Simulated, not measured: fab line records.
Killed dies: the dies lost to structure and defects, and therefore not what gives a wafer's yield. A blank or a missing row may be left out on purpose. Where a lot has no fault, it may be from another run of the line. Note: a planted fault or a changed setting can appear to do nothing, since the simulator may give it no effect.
Matching of chambers | flow nand_harc | NHARC_P_M1_PRE_CLEAN_32 on pecvd-04: 3 sister chambers
The step time 12 s. 3 wafers are shown with their chamber, then 11 later ones without.

== WAFERS PAIRED WITH THEIR CHAMBERS ==
wafer  | chamber | heater_power_w (W)
L084.1 | 0       | 573
L085.5 | 1       | 696
L086.2 | 2       | 652

== WAFERS WHOSE CHAMBER IS MISSING ==
wafer  | heater_power_w (W)
L086.3 | 642
L086.5 | 653
L093.2 | 682
L093.4 | 622
L093.5 | 553
L094.1 | 648
L094.3 | 545
L094.4 | 665
L097.3 | 543
L097.4 | 525
L097.6 | 638

== WHICH CHAMBER EACH WENT THROUGH ==
wafer  | from the rows above          | in truth
L086.3 | can't be placed: 2 or 1      | 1
L086.5 | can't be placed: 2 or 1      | 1
L093.2 | can't be placed: 1 or 2      | 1
L093.4 | can't be placed: 2 or 0 or 1 | 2
L093.5 | 0                            | 0
L094.1 | can't be placed: 2 or 1      | 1
L094.3 | 0                            | 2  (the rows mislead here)
L094.4 | can't be placed: 2 or 1      | 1
L097.3 | 0                            | 0
L097.4 | 0                            | 0
L097.6 | can't be placed: 2 or 1      | 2
Placed correctly: 3 of 11. Unplaceable from these rows: 7, with the true chamber sitting among the candidates in 7. Placed wrongly: 1.
How it was worked out, from the rows above alone: a wafer's distance from a chamber is the root of the sum, over the readings, of the square of ((its reading less the chamber's mean) divided by the reading's scatter). If the next closest chamber is less than 2 further off than the closest, the wafer can't be placed; otherwise it belongs to the closest. Each chamber's mean is taken over the wafers shown for it. The scatter: root of mean squared gap, hidden wafer to nearest shown wafer, with one shown wafer a chamber.
